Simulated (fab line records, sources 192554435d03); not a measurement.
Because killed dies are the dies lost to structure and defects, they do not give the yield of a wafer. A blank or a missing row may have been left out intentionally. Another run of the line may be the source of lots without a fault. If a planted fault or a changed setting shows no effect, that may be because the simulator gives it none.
Split-lot trial ; flow n5Finfet ; on a route of 1938 steps: 7 lots, 39 wafers read

== ABOUT THE SPLIT ==
At N5_DUMMY_GATE_ETCH_32 (etches SiO2 in CF4, target depth 3.5 nm, time 3.9 s), the setting timeS was moved away from the recipe's 3.9 s on 15 of the 39 wafers read, by -13.3% to +19.4%. The other wafers ran this setting at the recipe's value.

Reading taken at the split's own step.

== THE READING ==
etch.depthNm (the simulator's own value, which no gauge read), in nm, at N5_DUMMY_GATE_ETCH_32 (etches SiO2 in CF4, target depth 3.5 nm, time 3.9 s). The file does not state a usual value for it. Here, 24 wafers ran the recipe; their average is 3.482 nm with a standard deviation of 0.032 nm.

wafer;tool, chamber at the split;timeS as run, s;against the recipe;etch.depthNm, nm;against lot-mates on the recipe
L075.1;rieSi-03, 2;3.9;recipe;3.489;-
L075.2;rieSi-03, 3;4.391;+12.6%;3.896;+0.411
L075.3;rieSi-03, 1;3.9;recipe;3.478;-
L075.4;rieSi-03, 0;4.391;+12.6%;3.989;+0.504
L075.5;rieSi-03, 1;4.391;+12.6%;3.903;+0.418
L075.6;rieSi-03, 2;3.9;recipe;3.487;-
L082.1;rieSi-04, 1;3.9;recipe;3.516;-
L082.2;rieSi-04, 0;4.658;+19.4%;4.191;+0.702
L082.3;rieSi-04, 2;3.9;recipe;3.473;-
L082.4;rieSi-04, 3;4.658;+19.4%;4.258;+0.769
L082.5;rieSi-04, 1;4.658;+19.4%;4.176;+0.687
L082.6;rieSi-04, 0;3.9;recipe;3.479;-
L084.1;rieSi-03, 1;4.595;+17.8%;4.059;+0.574
L084.2;rieSi-03, 0;3.9;recipe;3.516;-
L084.3;rieSi-03, 3;3.9;recipe;3.432;-
L084.4;rieSi-03, 2;4.595;+17.8%;4.105;+0.620
L084.5;rieSi-03, 0;3.9;recipe;3.506;-
L084.6;rieSi-03, 3;4.595;+17.8%;4.066;+0.581
L085.1;rieSi-04, 0;3.9;recipe;3.481;-
L085.3;rieSi-04, 3;3.9;recipe;3.505;-
L085.6;rieSi-04, 2;3.9;recipe;3.49;-
L087.1;rieSi-04, 1;3.9;recipe;3.478;-
L087.2;rieSi-04, 2;3.9;recipe;3.443;-
L087.3;rieSi-04, 0;3.9;recipe;3.451;-
L087.4;rieSi-04, 3;3.9;recipe;3.58;-
L087.5;rieSi-04, 1;3.9;recipe;3.494;-
L087.6;rieSi-04, 0;3.9;recipe;3.462;-
L094.1;rieSi-04, 0;4.267;+9.4%;3.79;+0.316
L094.2;rieSi-04, 1;4.267;+9.4%;3.78;+0.306
L094.3;rieSi-04, 3;3.9;recipe;3.527;-
L094.4;rieSi-04, 3;4.267;+9.4%;3.844;+0.370
L094.5;rieSi-04, 1;3.9;recipe;3.44;-
L094.6;rieSi-04, 0;3.9;recipe;3.455;-
L097.1;rieSi-05, 2;3.9;recipe;3.462;-
L097.2;rieSi-05, 1;3.38;-13.3%;3.028;-0.436
L097.3;rieSi-05, 2;3.9;recipe;3.456;-
L097.4;rieSi-05, 1;3.38;-13.3%;3.016;-0.448
L097.5;rieSi-05, 2;3.38;-13.3%;2.978;-0.486
L097.6;rieSi-05, 1;3.9;recipe;3.473;-

FIT RESULTS
A straight line over all 39 wafers: etch.depthNm changes by +0.0355 nm for each +1% of timeS; r = +0.99; the points scatter about the line by 0.036 nm.
The same after taking each lot's own level away (the mean of its wafers on the recipe; 39 wafers): +0.035 nm for each +1%; r = +0.99; scatter 0.035 nm.
That fit puts the effect of the largest move of timeS on the reading at 0.68 nm.
From 3.4637 to 3.4920 nm: that is the span of the lots' own levels, equal to 0.9 times the standard deviation above.
The two slopes are in agreement: the lot-to-lot level therefore moves the slope only a little.
Check: with one of the wafers moved furthest among these (+19.4%) left out of the fit, the line predicts +0.68 nm for it against its lot-mates. It came out at +0.702 nm against them.

== ADDITIONAL SPLITS CARRIED BY THESE WAFERS ==
Before the reading, these wafers also passed through other splits. Each is held against what the fit with the lots' levels taken away leaves over:
other split on the same wafers;wafers away from the commonest value;r with etch.depthNm (lot level and that fit taken away)
N5_FIN_SAQP_SPACER1_ALD_24 tempC;12;+0.02

== THE FILE'S OWN FIT ==
etch.depthNm changes by +0.0351 nm for each +1% of timeS, r = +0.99.
